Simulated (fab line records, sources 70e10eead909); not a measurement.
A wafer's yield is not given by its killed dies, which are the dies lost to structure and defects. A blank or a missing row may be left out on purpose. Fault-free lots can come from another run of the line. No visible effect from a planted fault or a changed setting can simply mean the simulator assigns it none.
Which tool did it? | flow nand-harc | 18 wafers from 6 lots sampled at 4 of the route's 1302 steps

## WHAT THE GAUGES SHOWED, per wafer
NHARC_A_SGD_CUT_OVL_MEAS_10.
lot  | measured     | on         | overlay-x-nm (nm)
L292 | day 20 22:21 | overlay-01 | 1.2 1.0 2.2
L294 | day 21 23:44 | overlay-01 | 0.4 0.4 0.0
L296 | day 23 09:53 | overlay-02 | 0.1 0.2 0.3
L298 | day 23 20:40 | overlay-01 | -0.4 0.2 -0.6
L306 | day 28 00:55 | overlay-01 | -0.7 -0.2 -0.5
L307 | day 28 06:07 | overlay-02 | -1.1 -1.1 -0.9

## EACH LOT AND THE TOOL THAT RAN IT (in order: tool; ch and the chambers of the sampled wafers; start)
lot  | NHARC_A_STAIRCASE_CMP_450     | NHARC_A_STAIRCASE_ETCH_403          | NHARC_A_STAIRCASE_STRIP_475
L292 | cmp-03 ch 0,1,3, day 20 19:41 | wet-bench-04 ch 1,3,4, day 20 20:05 | rie-diel-06 ch 1,3, day 20 22:21 or earlier
L294 | cmp-04 ch 0,1,2, day 21 20:11 | wet-bench-06 ch 2,5,7, day 21 20:34 | rie-diel-02 ch 0,1,2, day 21 23:44 or earlier
L296 | cmp-01 ch 0,1,2, day 23 07:07 | wet-bench-06 ch 3,4,6, day 23 07:29 | rie-diel-09 ch 1,3, day 23 08:18
L298 | cmp-01 ch 0,1,3, day 23 17:58 | wet-bench-04 ch 1,5,7, day 23 18:21 | rie-diel-02 ch 1,2,3, day 23 20:40 or earlier
L306 | cmp-01 ch 0,1,2, day 27 17:11 | wet-bench-06 ch 4,5,7, day 27 17:32 | rie-diel-09 ch 0,1,3, day 28 00:55 or earlier
L307 | cmp-01 ch 0,2,3, day 27 23:05 | wet-bench-06 ch 3,4,6, day 27 23:28 | rie-diel-06 ch 0,2,3, day 28 06:07 or earlier
- NHARC_A_STAIRCASE_CMP_450: polishes SiO2, target thk 200 nm.
- NHARC_A_STAIRCASE_ETCH_403: etches SiO2 in dHF, target depth 108.2 nm.
- NHARC_A_STAIRCASE_STRIP_475: strips in O2, time 20 s.

## THE ANSWER, worked out from the rows above alone
Rule: what is usual is taken from the lots themselves. The widest of any qualifying gaps counts: lots, ordered by their means at a reading, are off when they make up no more than a third of the lots, leave a main group of 4 or more, and stand apart from it by 3 or more times the standard deviation of that group's means. A main group whose means are all the same, to the digits that the tables above print for the reading, isn't used. Also off: a lot with no number at a reading for which 4 or more lots have one. The other lots that the step has rows for count as sound.
No lot is off on any of the readings shown, so nothing can be concluded from this.

## WHAT THE SIMULATOR HAD PUT IN
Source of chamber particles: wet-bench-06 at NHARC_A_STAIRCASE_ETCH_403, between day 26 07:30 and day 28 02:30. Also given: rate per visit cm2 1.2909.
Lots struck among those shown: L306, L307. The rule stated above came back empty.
